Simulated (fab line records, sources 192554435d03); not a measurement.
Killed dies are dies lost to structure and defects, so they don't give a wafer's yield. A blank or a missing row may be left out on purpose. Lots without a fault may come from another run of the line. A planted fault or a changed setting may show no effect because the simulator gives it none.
Chamber matching | flow n5_finfet | N5_BEOL_M1_STRIP_19 on rie_diel-04: 4 sister chambers
The step strips in O2. 4 wafers are shown with their chamber, then 9 later ones without.

WAFERS WITH THEIR CHAMBER
wafer  | chamber | oes_product_au (a.u.)
L080.1 | 1       | 0.69
L082.5 | 3       | 0.90
L085.2 | 2       | 0.80
L085.6 | 0       | 0.91

WAFERS WITHOUT THEIR CHAMBER
wafer  | oes_product_au (a.u.)
L089.3 | 0.86
L089.4 | 0.80
L089.6 | 0.80
L096.4 | 0.89
L096.5 | 0.80
L096.6 | 0.87
L097.1 | 0.85
L097.2 | 0.79
L097.5 | 0.87

WHICH CHAMBER EACH WENT THROUGH
wafer  | from the rows above          | in truth
L089.3 | can't be placed: 3 or 0 or 2 | 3
L089.4 | 2                            | 2
L089.6 | 2                            | 2
L096.4 | can't be placed: 3 or 0      | 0
L096.5 | 2                            | 2
L096.6 | can't be placed: 3 or 0 or 2 | 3
L097.1 | can't be placed: 2 or 3 or 0 | 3
L097.2 | 2                            | 2
L097.5 | can't be placed: 3 or 0 or 2 | 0
Placed correctly: 4 of 9. Can't be placed from these rows: 5 (the true chamber is among the candidates in 5). Placed wrongly: 0.
How it was worked out, from the rows above alone: a wafer's distance from a chamber is the root of the sum, over the readings, of the square of ((its reading less the chamber's mean) divided by the reading's scatter). The wafer belongs to the nearest chamber; if the next one is less than 2 further off, it can't be placed. A chamber's mean is the mean of its shown wafers. The scatter: with one shown wafer a chamber, the root of the mean of the squares of how far each hidden wafer lies from its nearest shown one.
